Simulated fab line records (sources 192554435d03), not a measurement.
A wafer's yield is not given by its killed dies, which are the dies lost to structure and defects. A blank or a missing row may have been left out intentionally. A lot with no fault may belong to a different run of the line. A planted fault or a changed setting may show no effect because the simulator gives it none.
fab line records	flow n5Finfet
[record] lots = 7	wafers = 21
route steps=1938 shown BEOL_M1@754 BEOL_M2@887
startH: hours from the record's opening day to when the first of the lot's shown wafers began	waitH: hours since the lot's step before	" repeats the value in the row above	L1.1+2: several wafers, shown together as one row	- no value, or no start was given	* or withheld: withheld	< > ~ a bound
route shown NAME@n: names a module that has steps shown in the file, with the first one's number in the route	usual: mean/standard deviation of fault-free wafers	same: alike in all rows	chamber/n: place in a boat	sites: readings site by site	_std_site: the standard deviation of these	_edge_site: mean of outer sites minus mean of inner sites	radiusMm: how far each site lies from the wafer's centre	mask NAME#n: copy n	behind: the tool/chamber that last shaped the wafer	hold: cause of the lot's hold/its duration in hours/its outcome	device: transistor that didn't switch, given as n, p or np	end of line: tests run on the same wafers once the route is complete	where a step has no rows: the recipe by itself	killed: at the first sort, the dies lost to defects and structure; wafer yield is something else	map: the dies of a wafer, with x for killed, . for not killed, _ for no die there
set.NAME: setting as actually run; set.NAME@STEP: the setting as run at that earlier step	model.NAME: the simulator's own value behind a step, which no gauge read
lots where settings were altered on purpose, with a table for each step and a row for each wafer
[[steps]]
[step N5_BEOL_M1_HM_DEP_02]
[recipe] material = TiN	targetThkA = 200	tempC = 25	chamberPressurePa = 0.49996
lot.wafer	tool	chamber	startH	waitH	set.targetThkA	model.TiN_of_BEOL_M1_HM_DEP_02.thkNm
L075.3	pvdSputter-01	-	129.04	2.0	200	20.4
L075.5	"	-	"	"	208.9	21.4
L075.6	"	-	"	"	208.9	21.2
L085.1+5+6	pvdSputter-02	-	184.62	0.6	200	20
L088.2	pvdSputter-02	-	211.04	0.7	200	19.8
L088.4	"	-	"	"	200	20
L088.6	"	-	"	"	207.8	20.6
L089.1	pvdSputter-01	-	212.89	0.9	200	20.2
L089.4	"	-	"	"	182.5	18.2
L089.6	"	-	"	"	182.5	18.4
L093.1+3	pvdSputter-03	-	236.03	1.3	175.6	17.2
L093.6	"	-	"	"	200	19.8
L095.2+6	pvdSputter-01	-	251.20	2.4	200	20.2
L095.5	"	-	"	"	200	20
L096.2+3	pvdSputter-03	-	251.34	1.7	183.5	18.4
L096.6	"	-	"	"	200	19.8
[step N5_BEOL_M1_COAT_61]
[recipe] resist = SOC	tempC = 250	timeS = 60	spinRpm = 1500	resistThkNm = 60
lot.wafer	tool	chamber	startH	waitH	set.spinRpm	model.SOC_of_BEOL_M1_COAT_61.thkNm
L075.3+5	lithoTrack-04	0	129.17	0.1	1500	60
L075.6	"	0	"	"	1614	57.8
L085.1	lithoTrack-03	0	184.76	0.1	1393	62.6
L085.5	"	0	"	"	1393	62.4
L085.6	"	0	"	"	1500	60.2
L088.2+4	lithoTrack-03	0	211.17	0.1	1500	60
L088.6	"	0	"	"	1500	59.8
L089.1	lithoTrack-03	0	213.01	0.1	1500	59.8
L089.4+6	"	0	"	"	1414	61.4
L093.1	lithoTrack-05	0	236.16	0.1	1500	59.8
L093.3+6	"	0	"	"	1500	59.6
L095.2+6	lithoTrack-05	0	251.33	0.1	1500	60
L095.5	"	0	"	"	1500	59.8
L096.2+3	lithoTrack-03	0	251.46	0.1	1445	61
L096.6	"	0	"	"	1500	60
[step N5_BEOL_M1_COAT_62]
[recipe] resist = SiARC	tempC = 220	timeS = 60	spinRpm = 1500	resistThkNm = 12
[step N5_BEOL_M1_COAT_73]
[recipe] resist = underlayer	tempC = 205	timeS = 60	spinRpm = 1500	resistThkNm = 5
[step N5_BEOL_M1_ETCH_74]
[recipe] chemistry = N2/H2	target = underlayer	targetDepthA = 65	maskMaterial = CAR-EUV	timeS = 5.2	ionEnergyEv = 200	pressureMtorr = 30	sourceW = 840	biasW = 150	n2FlowSccm = 200	h2FlowSccm = 200	ends = cleared
[step N5_BEOL_M1_ETCH_63]
[recipe] chemistry = CF4	target = SiARC	targetDepthA = 156	maskMaterial = CAR-EUV	timeS = 26	ionEnergyEv = 80	pressureMtorr = 40	sourceW = 545	biasW = 36	Ar_flow_sccm = 100	cf4FlowSccm = 100	ends = cleared
[step N5_BEOL_M1_ETCH_64]
[recipe] chemistry = N2/H2	target = SOC	targetDepthA = 750	overetchA = 150	maskMaterial = SiARC	tempC = 40	timeS = 112.5	ionEnergyEv = 200	pressureMtorr = 30	sourceW = 840	biasW = 150	n2FlowSccm = 200	h2FlowSccm = 200
lot.wafer	tool	chamber	startH	waitH	set.spinRpm@BEOL_M1_COAT_61	model.etch.depthNm
L075.3	rieDiel-02	0	129.76	0.0	1500	60.05
L075.5	"	3	"	"	1500	59.99
L075.6	"	0	"	"	1614	57.77
L085.1	rieDiel-06	1	185.41	0.0	1393	62.55
L085.5	"	1	"	"	1393	62.45
L085.6	"	2	"	"	1500	60.2
L088.2	rieDiel-02	3	211.72	0.0	1500	59.91
L088.4	"	1	"	"	1500	59.95
L088.6	"	3	"	"	1500	59.83
L089.1	rieDiel-03	3	213.48	0.0	1500	59.73
L089.4	"	1	"	"	1414	61.42
L089.6	"	1	"	"	1414	61.4
L093.1	rieDiel-03	2	236.75	0.0	1500	59.84
L093.3	"	0	"	"	1500	59.65
L093.6	"	1	"	"	1500	59.7
L095.2	rieDiel-06	0	251.79	0.0	1500	60.01
L095.5	"	1	"	"	1500	59.77
L095.6	"	0	"	"	1500	59.93
L096.2	rieDiel-02	2	252.05	0.0	1445	60.95
L096.3	"	3	"	"	1445	60.99
L096.6	"	2	"	"	1500	60.05
[step N5_BEOL_M1_STRIP_65]
[recipe] chemistry = N2/H2	tempC = 40	n2FlowSccm = 200	h2FlowSccm = 200	rfFrequencyHz = 6e+07
[step N5_BEOL_M1_STRIP_75]
[recipe] chemistry = N2/H2	tempC = 40	n2FlowSccm = 200	h2FlowSccm = 200	rfFrequencyHz = 6e+07
[step N5_BEOL_M1_STRIP_66]
[recipe] chemistry = CF4	resist = SiARC	powerW = 300	biasPowerW = 75	pressureMtorr = 50	cf4FlowSccm = 150	rfFrequencyHz = 6e+07
[step N5_BEOL_M1_HM_OPEN_17]
[recipe] chemistry = Cl2/BCl3	targetDepthA = 200	overetchA = 60	target = TiN	maskMaterial = SOC	ionEnergyEv = 150	pressureMtorr = 10	icpW = 1000	biasW = 126	Cl2_flow_sccm = 53.25	bcl3FlowSccm = 21.75	Ar_flow_sccm = 25
lot.wafer	tool	chamber	startH	waitH	set.targetThkA@BEOL_M1_HM_DEP_02	model.etch.depthNm
L075.3	rieMetal-02	1	129.96	0.1	200	20.35
L075.5	"	1	"	"	208.9	21.41
L075.6	"	0	"	"	208.9	21.17
L085.1+5	rieMetal-01	1,0	185.58	0.0	200	19.92
L085.6	"	1	"	"	200	19.99
L088.2	rieMetal-03	1	211.92	0.1	200	19.86
L088.4	"	1	"	"	200	19.94
L088.6	"	1	"	"	207.8	20.59
L089.1	rieMetal-01	0	213.65	0.0	200	20.16
L089.4	"	0	"	"	182.5	18.29
L089.6	"	1	"	"	182.5	18.33
L093.1	rieMetal-03	1	236.99	0.1	175.6	17.22
L093.3	"	0	"	"	175.6	17.25
L093.6	"	1	"	"	200	19.84
L095.2	rieMetal-01	0	251.96	0.0	200	20.17
L095.5	"	0	"	"	200	19.99
L095.6	"	1	"	"	200	20.2
L096.2	rieMetal-01	0	252.22	0.0	183.5	18.42
L096.3	"	0	"	"	183.5	18.43
L096.6	"	0	"	"	200	19.85
[step N5_BEOL_M1_ALD_98]
[recipe] material = SiO2	targetThkA = 25	tempC = 100	aldPrecursorFamily = BDEAS	aldCoReactant = O2-plasma	pulseTimeS = 1	coReactantPulseTimeS = 1	purgeTimeS = 2	coReactantPurgeTimeS = 2	aldCycles = 17	pressureTorr = 2
lot.wafer	tool	chamber	startH	waitH	set.aldCycles
L075.3+5+6	aldSin-04	3,0,1	130.72	0.1	17
L085.1	aldSin-04	3	187.16	0.5	14
L085.5+6	"	0,3	"	"	17
L088.2+4+6	aldSin-02	1,0,3	213.75	0.9	17
L089.1+4	aldSin-04	3,2	214.41	0.1	17
L089.6	"	3	"	"	19
L093.1+3+6	aldSin-02	3,1,0	237.94	0.1	17
L095.2+5+6	aldSin-02	2,1,2	252.85	0.1	17
L096.2+3+6	aldSin-02	1,3,2	253.14	0.1	17
[step N5_BEOL_M1_ETCHBACK_99]
[recipe] chemistry = CHF3	target = SiO2	targetDepthA = 50	timeS = 10.4	sourceW = 215	biasW = 47	Ar_flow_sccm = 200	CHF3_flow_sccm = 12	ionEnergyEv = 100	pressureMtorr = 30
[step N5_BEOL_M1_ETCH_70]
[recipe] chemistry = N2/H2	target = SOC	targetDepthA = 800	overetchA = 160	maskMaterial = SiARC	tempC = 40	timeS = 120	ionEnergyEv = 200	pressureMtorr = 30	sourceW = 840	biasW = 150	n2FlowSccm = 200	h2FlowSccm = 200
[step N5_BEOL_M1_STRIP_71]
[recipe] chemistry = N2/H2	tempC = 40	n2FlowSccm = 200	h2FlowSccm = 200	rfFrequencyHz = 6e+07
[step N5_BEOL_M1_STRIP_78]
[recipe] chemistry = N2/H2	tempC = 40	n2FlowSccm = 200	h2FlowSccm = 200	rfFrequencyHz = 6e+07
[step N5_BEOL_M1_VIA_ETCH_34]
[recipe] chemistry = C4F6/O2	targetDepthA = 678	maskMaterial = SOC	pressureMtorr = 15	ionEnergyEv = 250	taperDeg = 4	timeS = 64.4	sourceW = 350	biasW = 170	Ar_flow_sccm = 300	C4F6_flow_sccm = 10	O2_flow_sccm = 10
lot.wafer	tool	chamber	startH	waitH	set.aldCycles@BEOL_M1_ALD_98	model.BEOL_M1.cdNm
L075.3+5	rieDiel-02	0,1	136.07	0.0	17	18
L075.6	"	2	"	"	17	18.4
L085.1	rieDiel-02	1	192.89	0.0	14	19.2
L085.5	"	3	"	"	17	18
L085.6	"	1	"	"	17	18.2
L088.2	rieDiel-02	3	216.46	0.0	17	18
L088.4+6	"	1,2	"	"	17	17.8
L089.1	rieDiel-02	2	229.16	0.0	17	17.6
L089.4	"	0	"	"	17	17.8
L089.6	"	2	"	"	19	17
L093.1	rieDiel-06	0	238.65	0.0	17	17.6
L093.3+6	"	3,0	"	"	17	17.8
L095.2+5	rieDiel-06	2,3	253.95	0.0	17	17.6
L095.6	"	2	"	"	17	17.8
L096.2+3+6	rieDiel-02	3,1,3	253.99	0.0	17	18.4
[step N5_BEOL_M1_TRENCH_ETCH_37]
[recipe] chemistry = C4F6/O2	targetDepthA = 552.07	target = SiOC	timeS = 29	ionEnergyEv = 250	pressureMtorr = 30	sourceW = 355	biasW = 185	Ar_flow_sccm = 300	C4F6_flow_sccm = 10	O2_flow_sccm = 10
lot.wafer	tool	chamber	startH	waitH	set.timeS	set.targetThkA@BEOL_M1_HM_DEP_02	model.BEOL_M1.featureDepthNm	model.etch.depthNm	model.TiN_of_BEOL_M1_HM_DEP_02.thkNm
L075.3	rieDiel-02	0	-	-	34.14	200	63.4	63.37	17.6
L075.5	"	1	"	"	29	208.9	55.4	55.36	19
L075.6	"	2	"	"	34.14	208.9	65	65.05	18.4
L085.1	rieDiel-02	1	-	-	29	200	54	53.91	17.6
L085.5	"	3	"	"	29	200	54.6	54.56	17.6
L085.6	"	1	"	"	23.64	200	43.8	43.87	18.2
L088.2	rieDiel-02	3	-	-	29	200	54.6	54.59	17.6
L088.4	"	1	"	"	25.38	200	48	48.05	18
L088.6	"	2	"	"	25.38	207.8	47.4	47.38	18.6
L089.1	rieDiel-02	2	-	-	29	200	55	54.95	17.8
L089.4	"	0	"	"	29	182.5	55.8	55.8	16
L089.6	"	2	"	"	29	182.5	55	54.99	16
L093.1	rieDiel-06	0	-	-	29	175.6	56.2	56.14	14.8
L093.3	"	3	"	"	33.62	175.6	65.2	65.1	14.6
L093.6	"	0	"	"	33.62	200	65.4	65.38	17
L095.2	rieDiel-06	2	-	-	29	200	55.4	55.47	17.8
L095.5	"	3	"	"	29	200	55.8	55.79	17.6
L095.6	"	2	"	"	29	200	56	56.05	17.8
L096.2	rieDiel-02	3	-	-	29	183.5	55	55.07	16.2
L096.3	"	1	"	"	31.59	183.5	60.2	60.15	15.8
L096.6	"	3	"	"	31.59	200	60	59.94	17.4
[step N5_BEOL_M1_ETCH_41]
[recipe] chemistry = CH3F/O2	target = SiCN	targetDepthA = 319	taperDeg = 2	timeS = 57.8	ionEnergyEv = 120	maskMaterial = TiN	pressureMtorr = 30	sourceW = 395	biasW = 75	Ar_flow_sccm = 150	CH3F_flow_sccm = 30	O2_flow_sccm = 20
[step N5_BEOL_M1_STRIP_97]
[recipe] chemistry = N2/H2	timeS = 10	powerW = 450	tempC = 40	pressureMtorr = 20	rfFrequencyHz = 6e+07	biasPowerW = 7	n2FlowSccm = 200	h2FlowSccm = 200
[step N5_BEOL_M1_OCD_MEAS_38]
[usual] trenchDepthNm = 55.2/0.89
lot.wafer	tool	chamber	startH	waitH	set.timeS@BEOL_M1_TRENCH_ETCH_37	trenchDepthNm
L075.3	ocd-02	-	136.33	-	34.14	63.3
L075.5	"	-	"	"	29	55.8
L075.6	"	-	"	"	34.14	64.9
L085.1	ocd-02	-	193.14	-	29	53.6
L085.5	"	-	"	"	29	54.3
L085.6	"	-	"	"	23.64	43.9
L088.2	ocd-02	-	216.71	-	29	55.1
L088.4	"	-	"	"	25.38	47.7
L088.6	"	-	"	"	25.38	47.9
L089.1	ocd-02	-	229.41	-	29	54.8
L089.4	"	-	"	"	29	55.6
L089.6	"	-	"	"	29	54.8
L093.1	ocd-02	-	238.91	-	29	56.0
L093.3	"	-	"	"	33.62	65.0
L093.6	"	-	"	"	33.62	65.4
L095.2	ocd-01	-	254.21	-	29	55.4
L095.5	"	-	"	"	29	56.0
L095.6	"	-	"	"	29	55.4
L096.2	ocd-02	-	254.24	-	29	55.7
L096.3	"	-	"	"	31.59	60.3
L096.6	"	-	"	"	31.59	59.7
[step N5_BEOL_M2_VIA_ETCH_34]
[recipe] chemistry = C4F6/O2	targetDepthA = 694	maskMaterial = SOC	pressureMtorr = 15	ionEnergyEv = 250	taperDeg = 4	timeS = 65.9	sourceW = 350	biasW = 170	Ar_flow_sccm = 300	C4F6_flow_sccm = 10	O2_flow_sccm = 10
lot.wafer	tool	chamber	startH	waitH	set.timeS	model.etch.depthNm	model.SOC_of_BEOL_M2_COAT_67.thkNm
L075.3	rieDiel-04	1	144.05	0.0	65.9	70.36	51.6
L075.5	"	0	"	"	65.9	69.68	51.8
L075.6	"	3	"	"	65.9	70.27	51.8
L085.1	rieDiel-04	0	211.77	0.0	69.97	74.77	51
L085.5	"	1	"	"	65.9	70.46	51.8
L085.6	"	2	"	"	65.9	69.26	51.8
L088.2	rieDiel-04	1	238.78	0.0	57.21	60.65	53
L088.4	"	0	"	"	57.21	60.27	53
L088.6	"	3	"	"	57.21	60.74	52.8
L089.1	rieDiel-04	2	247.82	0.0	65.9	69.75	51.8
L089.4	"	0	"	"	65.9	68.94	51.6
L089.6	"	0	"	"	65.9	69.56	51.8
L093.1	rieDiel-05	0	263.06	0.0	58.78	61.77	52.8
L093.3	"	2	"	"	65.9	68.26	51.8
L093.6	"	2	"	"	65.9	68.23	52
L096.2	rieDiel-01	0	272.22	0.0	65.9	69.77	51.8
L096.3	"	2	"	"	65.9	70.78	51.8
L096.6	"	3	"	"	65.9	70.26	51.6
L095.2	rieDiel-04	1	286.39	0.0	65.9	70.34	51.4
L095.5	"	0	"	"	65.9	69.29	51.6
L095.6	"	1	"	"	65.9	70.43	51.4
[[key]]
[split] step = N5_BEOL_M1_HM_DEP_02	setting = targetThkA	stated = 200	by = wafer
[response] step = N5_BEOL_M1_HM_DEP_02	reading = model.TiN_of_BEOL_M1_HM_DEP_02.thkNm	change = +0.203	per = 1%	r = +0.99
[response] step = N5_BEOL_M1_HM_OPEN_17	reading = model.etch.depthNm	change = +0.203	per = 1%	r = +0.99
[response] step = N5_BEOL_M1_TRENCH_ETCH_37	reading = model.TiN_of_BEOL_M1_HM_DEP_02.thkNm	change = +0.193	per = 1%	r = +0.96
[split] step = N5_BEOL_M1_COAT_61	setting = spinRpm	stated = 1500	by = wafer
[response] step = N5_BEOL_M1_COAT_61	reading = model.SOC_of_BEOL_M1_COAT_61.thkNm	change = -0.297	per = 1%	r = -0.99
[response] step = N5_BEOL_M1_ETCH_64	reading = model.etch.depthNm	change = -0.3	per = 1%	r = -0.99
[split] step = N5_BEOL_M1_ALD_98	setting = aldCycles	stated = 17	by = wafer
[response] step = N5_BEOL_M1_VIA_ETCH_34	reading = model.BEOL_M1.cdNm	change = -0.0615	per = 1%	r = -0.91
[split] step = N5_BEOL_M1_TRENCH_ETCH_37	setting = timeS	stated = 29	by = wafer
[response] step = N5_BEOL_M1_TRENCH_ETCH_37	reading = model.BEOL_M1.featureDepthNm	change = +0.547	per = 1%	r = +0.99
[response] step = N5_BEOL_M1_TRENCH_ETCH_37	reading = model.etch.depthNm	change = +0.545	per = 1%	r = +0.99
[response] step = N5_BEOL_M1_OCD_MEAS_38	reading = trenchDepthNm	change = +0.533	per = 1%	r = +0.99
[split] step = N5_BEOL_M2_VIA_ETCH_34	setting = timeS	stated = 65.9	by = wafer
[response] step = N5_BEOL_M2_VIA_ETCH_34	reading = model.etch.depthNm	change = +0.647	per = 1%	r = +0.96
[response] step = N5_BEOL_M2_VIA_ETCH_34	reading = model.SOC_of_BEOL_M2_COAT_67.thkNm	change = -0.0947	per = 1%	r = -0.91
